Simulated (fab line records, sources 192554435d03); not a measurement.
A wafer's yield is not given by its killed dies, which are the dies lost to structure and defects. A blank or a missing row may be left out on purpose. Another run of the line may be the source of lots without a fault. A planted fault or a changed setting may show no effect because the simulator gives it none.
Split-lot experiment ; flow n5Finfet ; 21 wafers read from 7 lots, route of 1938 steps

## SPLIT DETAILS
At N5_BEOL_M1_TRENCH_ETCH_37 (etches SiOC in C4F6/O2, target depth 55.207 nm, time 29 s), the setting biasW was moved away from the recipe's 185 W on 5 of the 21 wafers read, by -6.1% to +15.2%. For the rest of the wafers, this setting stayed at what the recipe calls for.

The reading is taken at the split's own step.

## THE READING
rfVppV, in V, at N5_BEOL_M1_TRENCH_ETCH_37 (etches SiOC in C4F6/O2, target depth 55.207 nm, time 29 s). Fault-free wafers of this fab line usually give 666 V, standard deviation 13 V.

wafer;tool, chamber at the split;biasW as run, W;against the recipe;rfVppV, V;against lot-mates on the recipe
L076.1;rieDiel-02, 3;200;+8.1%;715;+72
L076.3;rieDiel-02, 0;200;+8.1%;683;+40
L076.5;rieDiel-02, 0;185;recipe;643;-
L078.4;rieDiel-04, 2;185;recipe;667;-
L078.5;rieDiel-04, 1;185;recipe;681;-
L078.6;rieDiel-04, 0;185;recipe;642;-
L080.2;rieDiel-03, 0;185;recipe;668;-
L080.4;rieDiel-03, 1;185;recipe;680;-
L080.6;rieDiel-03, 2;185;recipe;673;-
L081.4;rieDiel-02, 1;185;recipe;674;-
L081.5;rieDiel-02, 3;185;recipe;674;-
L081.6;rieDiel-02, 2;185;recipe;664;-
L084.1;rieDiel-04, 3;185;recipe;665;-
L084.4;rieDiel-04, 2;173.8;-6.1%;636;-29
L084.6;rieDiel-04, 2;173.8;-6.1%;635;-30
L086.2;rieDiel-03, 2;185;recipe;674;-
L086.5;rieDiel-03, 3;213.1;+15.2%;746;+72
L086.6;rieDiel-03, 2;185;recipe;674;-
L092.2;rieDiel-02, 2;185;recipe;666;-
L092.3;rieDiel-02, 3;185;recipe;671;-
L092.4;rieDiel-02, 1;185;recipe;673;-

FIT RESULTS
A straight line over all 21 wafers: rfVppV changes by +4.81 V for each +1% of biasW; r = +0.89; the points scatter about the line by 12 V.
The same after taking each lot's own level away (the mean of its wafers on the recipe; 21 wafers): +5.37 V for each +1%; r = +0.93; scatter 9.9 V.
That fit puts the effect of the largest move of biasW on the reading at 82 V.
Measured against the standard deviation above, the lots' own levels, which go from 643.0 to 674.0 V, span 2.4 times it.
Thus the slope moves with the lot-to-lot level: the two fits are different.
Check: +94.8 V against its lot-mates is what the line predicts for one of the wafers moved furthest among these (+15.2%) when that wafer is left out of the fit. Against them it came out at +72 V.
Tool readings at the split's step, against how far the setting was moved: rfVppV r = +0.89.

## ADDITIONAL SPLITS CARRIED BY THESE WAFERS
Note: prior to the reading, these wafers also went through further splits. Each is held against what the fit with the lots' levels taken away leaves over:
other split on the same wafers;wafers away from the commonest value;r with rfVppV (lot level and that fit taken away)
N5_MOL_CONTACT_COAG_EXPOSE_05 doseMj;5;+0.11
N5_BEOL_M0_SAQP_COAT_82 spinRpm;9;-0.18
N5_BEOL_M0_SAQP_DEVELOP_13 developTimeS;8;+0.28
N5_BEOL_M0_CUTY_EXPOSE_54 doseMj;10;+0.09
N5_BEOL_M0_ETCH_138 sourceW;4;-0.57
N5_BEOL_M1_VIA_ETCH_34 biasW;4;-0.05

## FILE'S OWN FIT
rfVppV changes by +5.18 V for each +1% of biasW, r = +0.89.
